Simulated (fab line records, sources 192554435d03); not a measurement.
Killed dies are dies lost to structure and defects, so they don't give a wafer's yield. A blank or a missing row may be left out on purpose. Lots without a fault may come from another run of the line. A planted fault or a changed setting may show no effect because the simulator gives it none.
Which tool did it? | flow n5_finfet | 12 lots, 36 wafers sampled, at 2 steps of a route of 1938

WHAT THE GAUGES READ, wafer by wafer
N5_PASSIVATION_OVL_MEAS_60. Usual: TV_OVL 1 nm, standard deviation 5.5.
lot  | measured     | on         | TV_OVL (nm) | flag
L422 | day 12 15:34 | overlay-01 | 11 17 17    |
L425 | day 13 17:33 | overlay-01 | -5 -4 -1    |
L423 | day 14 01:34 | overlay-01 | 4 1 -5      |
L429 | day 13 21:53 | overlay-01 | 10 1 1      |
L428 | day 14 05:59 | overlay-01 | 4 -6 -2     |
L430 | day 14 20:44 | overlay-02 | -5 -4 -3    |
L431 | day 15 08:46 | overlay-01 | -3 4 -1     |
L432 | day 15 09:07 | overlay-02 | 0 0 -4      |
L434 | day 15 23:47 | overlay-01 | -9 3 -1     |
L433 | day 15 23:56 | overlay-02 | -4 3 -2     |
L435 | day 16 07:15 | overlay-01 | -3 4 -2     |
L443 | day 18 09:50 | overlay-01 | 6 2 13      |

WHICH TOOL RAN EACH LOT (tool, then ch and the chambers of the sampled wafers, then the start)
lot  | N5_BEOL_M11_ECD_50
L422 | ecd_cu-01 ch 0,1, day 11 09:15
L425 | ecd_cu-02 ch 0,1, day 12 08:18
L423 | ecd_cu-02 ch 0,1, day 12 08:30
L429 | ecd_cu-02 ch 0,1, day 12 12:21
L428 | ecd_cu-01 ch 1, day 12 12:23
L430 | ecd_cu-02 ch 0,1, day 13 13:37
L431 | ecd_cu-02 ch 1, day 13 22:51
L432 | ecd_cu-02 ch 0,1, day 14 02:55
L434 | ecd_cu-02 ch 0,1, day 14 07:36
L433 | ecd_cu-01 ch 0,1, day 14 15:10
L435 | ecd_cu-01 ch 0,1, day 15 01:00
L443 | ecd_cu-01 ch 0,1, day 16 23:11
- N5_BEOL_M11_ECD_50: material Cu, target thk 318 nm.

WHAT THE TOOLS THEMSELVES READ (means of the sampled wafers that have a number; where no wafer has one, the mark that the record gives instead)
The record holds no such reading with a usual standard deviation.

THE ANSWER, worked out from the rows above alone
Rule: a lot is off if the mean of its wafers that have a number lies more than 3 standard deviations from the usual mean. A lot without any number at a reading at which 4 lots or more have one is off too. The other lots that the step has rows for count as sound. The gauges are gone through in route order, then the tools' own readings, and for those a lot's mean is taken as printed above. The first step at which some lot is off is used, and at that step the reading that is off furthest; a lot without a number counts as furthest.
No lot is off at any reading shown: from this, nothing can be told.

WHAT THE SIMULATOR HAD PUT IN
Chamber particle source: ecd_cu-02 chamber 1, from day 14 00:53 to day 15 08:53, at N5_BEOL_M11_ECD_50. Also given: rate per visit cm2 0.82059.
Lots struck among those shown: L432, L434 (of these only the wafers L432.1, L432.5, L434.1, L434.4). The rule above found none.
